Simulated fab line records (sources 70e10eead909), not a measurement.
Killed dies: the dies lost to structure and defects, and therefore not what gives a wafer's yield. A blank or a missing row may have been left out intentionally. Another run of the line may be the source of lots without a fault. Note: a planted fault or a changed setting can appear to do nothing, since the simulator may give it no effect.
Which tool did it? :: flow nand harc :: 36 wafers from 12 lots sampled at 4 of the route's 1159 steps

WHAT THE GAUGES SHOWED, per wafer
The record holds no reading of a measuring or inspecting step that can be judged against a usual standard deviation.

EACH LOT AND THE TOOL THAT RAN IT (in order: tool; ch and the chambers of the sampled wafers; start)
lot: L751
NHARC_A_CONTACT_ETCH_115: har cap etch-02 ch 0,1, day 16 11:32
NHARC_A_CONTACT_ETCH_120: har cap etch-02 ch 0,1, day 16 12:08
NHARC_A_CONTACT_ETCH_90: rie diel-12 ch 1,2,3, day 16 13:13
NHARC_A_CONTACT_DEP_58: pecvd-01 ch 1,2, day 16 16:43

lot: L753
NHARC_A_CONTACT_ETCH_115: har cap etch-03 ch 1, day 16 21:48
NHARC_A_CONTACT_ETCH_120: har cap etch-03 ch 1, day 16 22:16
NHARC_A_CONTACT_ETCH_90: rie diel-11 ch 0,1,3, day 16 23:07
NHARC_A_CONTACT_DEP_58: pecvd-03 ch 1,2, day 17 02:14

lot: L756
NHARC_A_CONTACT_ETCH_115: har cap etch-01 ch 0,1, day 17 22:19
NHARC_A_CONTACT_ETCH_120: har cap etch-01 ch 0,1, day 17 22:46
NHARC_A_CONTACT_ETCH_90: rie diel-11 ch 0,2,3, day 17 23:38
NHARC_A_CONTACT_DEP_58: pecvd-04 ch 0,1, day 18 05:39

lot: L761
NHARC_A_CONTACT_ETCH_115: har cap etch-03 ch 0,1, day 18 04:44
NHARC_A_CONTACT_ETCH_120: har cap etch-03 ch 0,1, day 18 05:12
NHARC_A_CONTACT_ETCH_90: rie diel-11 ch 0,1, day 18 06:02
NHARC_A_CONTACT_DEP_58: pecvd-03 ch 0,1,2, day 18 11:56

lot: L759
NHARC_A_CONTACT_ETCH_115: har cap etch-02 ch 0,1, day 18 17:01
NHARC_A_CONTACT_ETCH_120: har cap etch-02 ch 0,1, day 18 17:28
NHARC_A_CONTACT_ETCH_90: rie diel-12 ch 2,3, day 18 18:19
NHARC_A_CONTACT_DEP_58: pecvd-03 ch 1,2, day 18 22:33

lot: L760
NHARC_A_CONTACT_ETCH_115: har cap etch-03 ch 0,1, day 18 18:45
NHARC_A_CONTACT_ETCH_120: har cap etch-03 ch 0,1, day 18 19:12
NHARC_A_CONTACT_ETCH_90: rie diel-13 ch 0,2,3, day 18 20:05
NHARC_A_CONTACT_DEP_58: pecvd-04 ch 0,1,2, day 19 00:20

lot: L758
NHARC_A_CONTACT_ETCH_115: har cap etch-01 ch 0,1, day 18 21:52
NHARC_A_CONTACT_ETCH_120: har cap etch-01 ch 0,1, day 18 22:19
NHARC_A_CONTACT_ETCH_90: rie diel-11 ch 0,1,2, day 18 23:10
NHARC_A_CONTACT_DEP_58: pecvd-03 ch 1,2, day 19 04:20

lot: L763
NHARC_A_CONTACT_ETCH_115: har cap etch-01 ch 0,1, day 19 07:25
NHARC_A_CONTACT_ETCH_120: har cap etch-01 ch 0,1, day 19 07:53
NHARC_A_CONTACT_ETCH_90: rie diel-13 ch 1,2,3, day 19 08:48
NHARC_A_CONTACT_DEP_58: pecvd-01 ch 0,1,2, day 19 12:34

lot: L764
NHARC_A_CONTACT_ETCH_115: har cap etch-01 ch 0,1, day 19 11:16
NHARC_A_CONTACT_ETCH_120: har cap etch-01 ch 0,1, day 19 11:44
NHARC_A_CONTACT_ETCH_90: rie diel-11 ch 0,3, day 19 12:36
NHARC_A_CONTACT_DEP_58: pecvd-01 ch 0,1,2, day 19 15:45

lot: L771
NHARC_A_CONTACT_ETCH_115: har cap etch-01 ch 0,1, day 20 22:59
NHARC_A_CONTACT_ETCH_120: har cap etch-01 ch 0,1, day 20 23:35
NHARC_A_CONTACT_ETCH_90: rie diel-11 ch 0,1,2, day 21 00:39
NHARC_A_CONTACT_DEP_58: pecvd-04 ch 0,1,2, day 21 04:35

lot: L772
NHARC_A_CONTACT_ETCH_115: har cap etch-03 ch 0,1, day 22 02:53
NHARC_A_CONTACT_ETCH_120: har cap etch-03 ch 0,1, day 22 03:20
NHARC_A_CONTACT_ETCH_90: rie diel-12 ch 1,2,3, day 22 04:14
NHARC_A_CONTACT_DEP_58: pecvd-04 ch 0,2, day 22 08:53

lot: L773
NHARC_A_CONTACT_ETCH_115: har cap etch-01 ch 0,1, day 22 09:23
NHARC_A_CONTACT_ETCH_120: har cap etch-01 ch 0,1, day 22 09:50
NHARC_A_CONTACT_ETCH_90: rie diel-13 ch 1,2,3, day 22 10:44
NHARC_A_CONTACT_DEP_58: pecvd-03 ch 0,1,2, day 22 14:13
- NHARC_A_CONTACT_ETCH_115: etches the open film in C4F8/O2/Ar, time 94 s, target depth 922 nm.
- NHARC_A_CONTACT_ETCH_120: etches the open film in C4F8/O2/Ar, time 94 s, target depth 922 nm.
- NHARC_A_CONTACT_ETCH_90: etches the open film in CH3F/O2, target depth 40 nm, time 85.7 s.
- NHARC_A_CONTACT_DEP_58: deposits SiON, target thk 60 nm.

AS READ BY THE TOOLS THEMSELVES (means over the sampled wafers that have a number; for cases with no such wafer, the mark the record gives instead)
NHARC_A_CONTACT_ETCH_115. Usual: 19.999 mTorr for chamber pressure mTorr, sd 0.018.
lot: L751
tool: har cap etch-02
chamber pressure mTorr (mTorr): 19.981
flag: 

lot: L753
tool: har cap etch-03
chamber pressure mTorr (mTorr): 20.000
flag: 

lot: L756
tool: har cap etch-01
chamber pressure mTorr (mTorr): 20.010
flag: 

lot: L761
tool: har cap etch-03
chamber pressure mTorr (mTorr): 19.990
flag: 

lot: L759
tool: har cap etch-02
chamber pressure mTorr (mTorr): 20.004
flag: 

lot: L760
tool: har cap etch-03
chamber pressure mTorr (mTorr): 19.993
flag: 

lot: L758
tool: har cap etch-01
chamber pressure mTorr (mTorr): 19.998
flag: 

lot: L763
tool: har cap etch-01
chamber pressure mTorr (mTorr): 20.028
flag: 

lot: L764
tool: har cap etch-01
chamber pressure mTorr (mTorr): 19.996
flag: 

lot: L771
tool: har cap etch-01
chamber pressure mTorr (mTorr): 20.002
flag: 

lot: L772
tool: har cap etch-03
chamber pressure mTorr (mTorr): 19.990
flag: 

lot: L773
tool: har cap etch-01
chamber pressure mTorr (mTorr): 20.001
flag: 

NHARC_A_CONTACT_ETCH_120. Usual: 19.999 mTorr for chamber pressure mTorr, sd 0.021.
lot: L751
tool: har cap etch-02
chamber pressure mTorr (mTorr): 20.001
flag: 

lot: L753
tool: har cap etch-03
chamber pressure mTorr (mTorr): 19.992
flag: 

lot: L756
tool: har cap etch-01
chamber pressure mTorr (mTorr): 19.982
flag: 

lot: L761
tool: har cap etch-03
chamber pressure mTorr (mTorr): 19.988
flag: 

lot: L759
tool: har cap etch-02
chamber pressure mTorr (mTorr): 20.012
flag: 

lot: L760
tool: har cap etch-03
chamber pressure mTorr (mTorr): 19.985
flag: 

lot: L758
tool: har cap etch-01
chamber pressure mTorr (mTorr): 19.989
flag: 

lot: L763
tool: har cap etch-01
chamber pressure mTorr (mTorr): 20.019
flag: 

lot: L764
tool: har cap etch-01
chamber pressure mTorr (mTorr): 20.013
flag: 

lot: L771
tool: har cap etch-01
chamber pressure mTorr (mTorr): 19.999
flag: 

lot: L772
tool: har cap etch-03
chamber pressure mTorr (mTorr): 20.012
flag: 

lot: L773
tool: har cap etch-01
chamber pressure mTorr (mTorr): 19.986
flag: 

NHARC_A_CONTACT_ETCH_90. Usual: chamber pressure mTorr 25.001 mTorr, standard deviation 0.027; drypump motor current A 5.9 A, standard deviation 0.59; mfc ar sccm 200.0 sccm, standard deviation 0.53; oes product au 0.95 a.u., standard deviation 0.037; rf vpp V 244.3 V, standard deviation 1.7; run length s 107.0 s, standard deviation 0.53; showerhead plenum p Torr 2.45 Torr, standard deviation 0.11; throttle valve pct 20.662 %, standard deviation 0.0089.
lot: L751
tool: rie diel-12
chamber pressure mTorr (mTorr): 25.019
drypump motor current A (A): 6.1
mfc ar sccm (sccm): 200.3
oes product au (a.u.): 0.93
rf vpp V (V): 242.7
run length s (s): 107.4
showerhead plenum p Torr (Torr): 2.32
throttle valve pct (%): 20.668
flag: 

lot: L753
tool: rie diel-11
chamber pressure mTorr (mTorr): 25.025
drypump motor current A (A): 6.3
mfc ar sccm (sccm): 200.2
oes product au (a.u.): 0.93
rf vpp V (V): 245.3
run length s (s): 106.9
showerhead plenum p Torr (Torr): 2.49
throttle valve pct (%): 20.658
flag: 

lot: L756
tool: rie diel-11
chamber pressure mTorr (mTorr): 24.979
drypump motor current A (A): 5.6
mfc ar sccm (sccm): 200.5
oes product au (a.u.): 0.92
rf vpp V (V): 243.7
run length s (s): 107.1
showerhead plenum p Torr (Torr): 2.46
throttle valve pct (%): 20.655
flag: 

lot: L761
tool: rie diel-11
chamber pressure mTorr (mTorr): 25.009
drypump motor current A (A): 6.2
mfc ar sccm (sccm): 200.0
oes product au (a.u.): 0.98
rf vpp V (V): 245.6
run length s (s): 107.4
showerhead plenum p Torr (Torr): 2.56
throttle valve pct (%): 20.658
flag: 

lot: L759
tool: rie diel-12
chamber pressure mTorr (mTorr): 24.995
drypump motor current A (A): 6.1
mfc ar sccm (sccm): 200.1
oes product au (a.u.): 1.00
rf vpp V (V): 242.8
run length s (s): 107.1
showerhead plenum p Torr (Torr): 2.29
throttle valve pct (%): 20.660
flag: 

lot: L760
tool: rie diel-13
chamber pressure mTorr (mTorr): 24.994
drypump motor current A (A): 6.1
mfc ar sccm (sccm): 199.8
oes product au (a.u.): 0.95
rf vpp V (V): 244.1
run length s (s): 106.7
showerhead plenum p Torr (Torr): 2.47
throttle valve pct (%): 20.671
flag: 

lot: L758
tool: rie diel-11
chamber pressure mTorr (mTorr): 25.017
drypump motor current A (A): 5.8
mfc ar sccm (sccm): 199.8
oes product au (a.u.): 0.92
rf vpp V (V): 245.5
run length s (s): 107.2
showerhead plenum p Torr (Torr): 2.48
throttle valve pct (%): 20.667
flag: 

lot: L763
tool: rie diel-13
chamber pressure mTorr (mTorr): 24.978
drypump motor current A (A): 6.0
mfc ar sccm (sccm): 200.4
oes product au (a.u.): 0.93
rf vpp V (V): 244.3
run length s (s): 106.6
showerhead plenum p Torr (Torr): 2.45
throttle valve pct (%): 20.650
flag: 

lot: L764
tool: rie diel-11
chamber pressure mTorr (mTorr): 24.968
drypump motor current A (A): 6.0
mfc ar sccm (sccm): 200.4
oes product au (a.u.): 1.00
rf vpp V (V): 245.5
run length s (s): 107.5
showerhead plenum p Torr (Torr): 2.53
throttle valve pct (%): 20.668
flag: 

lot: L771
tool: rie diel-11
chamber pressure mTorr (mTorr): 25.012
drypump motor current A (A): 5.8
mfc ar sccm (sccm): 199.7
oes product au (a.u.): 0.98
rf vpp V (V): 244.3
run length s (s): 96.7
showerhead plenum p Torr (Torr): 2.48
throttle valve pct (%): 20.663
flag: OFF

lot: L772
tool: rie diel-12
chamber pressure mTorr (mTorr): 25.023
drypump motor current A (A): 6.1
mfc ar sccm (sccm): 199.2
oes product au (a.u.): 1.00
rf vpp V (V): 242.0
run length s (s): 107.1
showerhead plenum p Torr (Torr): 2.30
throttle valve pct (%): 20.659
flag: 

lot: L773
tool: rie diel-13
chamber pressure mTorr (mTorr): 25.014
drypump motor current A (A): 6.0
mfc ar sccm (sccm): 200.0
oes product au (a.u.): 1.02
rf vpp V (V): 246.3
run length s (s): 106.8
showerhead plenum p Torr (Torr): 2.57
throttle valve pct (%): 20.662
flag: 

NHARC_A_CONTACT_DEP_58. Usual: 762 W for heater power w, sd 69.
lot: L751
tool: pecvd-01
heater power w (W): 695
flag: 

lot: L753
tool: pecvd-03
heater power w (W): 902
flag: 

lot: L756
tool: pecvd-04
heater power w (W): 713
flag: 

lot: L761
tool: pecvd-03
heater power w (W): 825
flag: 

lot: L759
tool: pecvd-03
heater power w (W): 850
flag: 

lot: L760
tool: pecvd-04
heater power w (W): 721
flag: 

lot: L758
tool: pecvd-03
heater power w (W): 830
flag: 

lot: L763
tool: pecvd-01
heater power w (W): 722
flag: 

lot: L764
tool: pecvd-01
heater power w (W): 749
flag: 

lot: L771
tool: pecvd-04
heater power w (W): 730
flag: 

lot: L772
tool: pecvd-04
heater power w (W): 702
flag: 

lot: L773
tool: pecvd-03
heater power w (W): 803
flag: 

THE ANSWER, worked out from the rows above alone
Rule: a lot is off if the mean of its wafers that have a number lies more than 3 standard deviations from the usual mean. Also off: a lot with no number at a reading for which 4 or more lots have one. Any other lot the step has rows for is counted as sound. Order of review: gauges by route order, followed by the tools' own readings, for which a lot's mean as printed above is used. At the first step where some lot is off, the reading lying furthest off is the one used; lots without a number count as furthest.
Off, at NHARC_A_CONTACT_ETCH_90 on run length s: L771.
A tool fits if, at that step or a process step before it, it ran every lot that is off, and no sound lot after the first of them. One candidate fits, namely rie diel-11 at NHARC_A_CONTACT_ETCH_90. Its last sound lot is L764 (day 19 12:36), its first lot that is off L771 (day 21 00:39): a fault that began between those two fits.
On the lots that are off, the tool's own readings at NHARC_A_CONTACT_ETCH_90 differ by more than 5 times the standard deviation of the sound lots' means, which bears it out; run length s reads 96.7 s there versus 107.1 s on the sound lots.

WHAT THE SIMULATOR PUT IN
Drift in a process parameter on rie diel-11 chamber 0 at NHARC_A_CONTACT_ETCH_90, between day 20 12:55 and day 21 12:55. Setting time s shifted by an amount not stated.
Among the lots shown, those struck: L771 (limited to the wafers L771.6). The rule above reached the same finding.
